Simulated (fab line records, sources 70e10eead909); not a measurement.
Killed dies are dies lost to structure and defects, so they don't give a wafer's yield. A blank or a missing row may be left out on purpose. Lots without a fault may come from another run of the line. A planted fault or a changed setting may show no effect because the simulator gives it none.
Which tool did it? | flow nand_harc | 6 lots, 17 wafers sampled, at 1 step of a route of 1302

WHAT THE GAUGES READ, wafer by wafer
NHARC_A_SOURCE_PLATE_THK_MEAS_09: measures by ellipsometry.
lot  | measured     | on            | thk_nm (nm)
L910 | day 7 18:58  | film_metro-01 | 9.4 9.7 10.7
L913 | day 8 22:47  | film_metro-01 | 10.5 9.3 9.8
L915 | day 9 15:10  | film_metro-02 | 10.4 9.3 9.3
L917 | day 10 12:46 | film_metro-02 | 10.1 9.6 10.5
L925 | day 13 21:08 | film_metro-01 | 10.1 10.0
L929 | day 15 13:22 | film_metro-02 | 9.1 11.0 9.2

WHICH TOOL RAN EACH LOT (tool, then ch and the chambers of the sampled wafers, then the start)
The record holds no process step before these readings.

THE ANSWER, worked out from the rows above alone
Rule: what is usual is taken from the lots themselves. Put in order of their means at a reading, lots are off if they are a third of the lots or fewer, leave a main group of 4 or more, and stand apart from it by a gap of 3 or more times the standard deviation of the main group's means; of several such gaps the widest counts. A main group whose means are all the same, to the digits that the tables above print for the reading, isn't used. A lot without any number at a reading at which 4 lots or more have one is off too. The other lots that the step has rows for count as sound.
No lot is off at any reading shown: from this, nothing can be told.

WHAT THE SIMULATOR HAD PUT IN
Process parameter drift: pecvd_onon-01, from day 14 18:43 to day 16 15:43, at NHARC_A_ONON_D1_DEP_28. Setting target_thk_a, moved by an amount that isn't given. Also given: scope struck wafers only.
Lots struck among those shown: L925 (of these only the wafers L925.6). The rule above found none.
